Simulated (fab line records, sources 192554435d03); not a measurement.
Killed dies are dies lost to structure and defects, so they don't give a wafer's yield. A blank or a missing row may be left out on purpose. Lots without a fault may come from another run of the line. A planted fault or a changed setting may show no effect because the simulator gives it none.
A struck lot beside a sound one | flow n5_finfet | 13 steps out of a route of 1938
Sound: wafers L516.3, L516.4, L516.6. Struck: wafer L526.4. (L526.1 of the same lot was not struck and is left out.) The cause comes at the end.
At each step with rows: each side's tool, then ch and its chambers, then its first start. Under that, the readings that differ: sound wafers | struck wafers | difference of the means | sigmas: that difference in standard deviations of wafers without a fault.
alike: readings whose means differ by less than 2 such deviations, and words and numbers that are the same on both sides. not compared: withheld readings, readings that some wafer has no value for, bounds like >300 that may hide the same value, and numbers for which the record gives no deviation and whose values overlap.
The two part at a step that has a row with sigmas, a row that says differs or no value, or rows on one side only. Numbers that don't overlap but have no deviation are shown without sigmas and don't part them. A reading that every wafer of one side lacks parts them only if that side has two wafers or more.

first, 2 steps without rows for these wafers: N5_BEOL_M15_STRIP_36 (strips in O2); N5_BEOL_M15_STRIP_62 (strips in O2).
N5_BEOL_M15_STRIP_37: strips in O2.
  sound on rie_diel-01 ch 1,3; struck on rie_diel-02 ch 1
  alike: drypump_motor_current_A, oes_product_au, rf_vpp_V, showerhead_plenum_p_Torr, throttle_valve_pct
  not compared: rf_hours_counter_h
N5_BEOL_M15_ETCH_38: etches SiCN in CF4/N2, target depth 106.4 nm, time 120.5 s.
  sound on rie_diel-01 ch 1,3; struck on rie_diel-02 ch 1
  alike: drypump_motor_current_A, oes_product_au, rf_vpp_V, showerhead_plenum_p_Torr, throttle_valve_pct
  not compared: rf_hours_counter_h
then, 2 steps without rows for these wafers: N5_BEOL_M15_PRECLEAN_39 (cleans in residue remover, time 60 s); N5_BEOL_M15_SRD_40 (time 30 s, dry time 30 s).
N5_BEOL_M15_DEGAS_41: time 60 s.
  sound on pvd_sputter-02, day 11 21:12; struck on pvd_sputter-02, day 15 02:08
  reading            | sound       | struck | difference | sigmas
  heater_power_w (W) | 558 566 553 | 434    | -125       | -2
then, 3 steps without rows for these wafers: N5_BEOL_M15_PRE_CLEAN_42 (time 30 s); N5_BEOL_M15_SPUTTER_43 (material TaN, target thk 15 nm, time 24.19 s); N5_BEOL_M15_SPUTTER_44 (material Ta, target thk 15 nm, time 24.19 s).
N5_BEOL_M15_SPUTTER_45: material Cu, target thk 100 nm, time 16.67 s.
  sound on pvd_sputter-02, day 11 21:26; struck on pvd_sputter-02, day 15 02:23
  alike: chuck_gas_flow_sccm, substrate_temp_c, throttle_valve_pct
N5_BEOL_M15_ECD_47: material Cu, target thk 1860 nm.
  sound on ecd_cu-01 ch 0,1, day 11 21:38; struck on ecd_cu-02 ch 1, day 15 02:30
  reading                                 | sound          | struck | difference | sigmas
  model.Cu_of_BEOL_M15_ECD_47.thk_nm (nm) | 1882 1864 1869 | 2518   | +646       |
N5_BEOL_M15_ANNEAL_48: time 90 s.
  sound on rtp_anneal-02 ch 0, day 11 21:53; struck on rtp_anneal-02 ch 0, day 15 02:44
  alike: anneal_temp_c_max, wafer_temp_C_max

WHERE THEY PART
Only at N5_BEOL_M15_DEGAS_41, within this record. Later steps at which nothing parts them and some readings are alike: N5_BEOL_M15_SPUTTER_45, N5_BEOL_M15_ANNEAL_48.

WHY: what the simulator had put in
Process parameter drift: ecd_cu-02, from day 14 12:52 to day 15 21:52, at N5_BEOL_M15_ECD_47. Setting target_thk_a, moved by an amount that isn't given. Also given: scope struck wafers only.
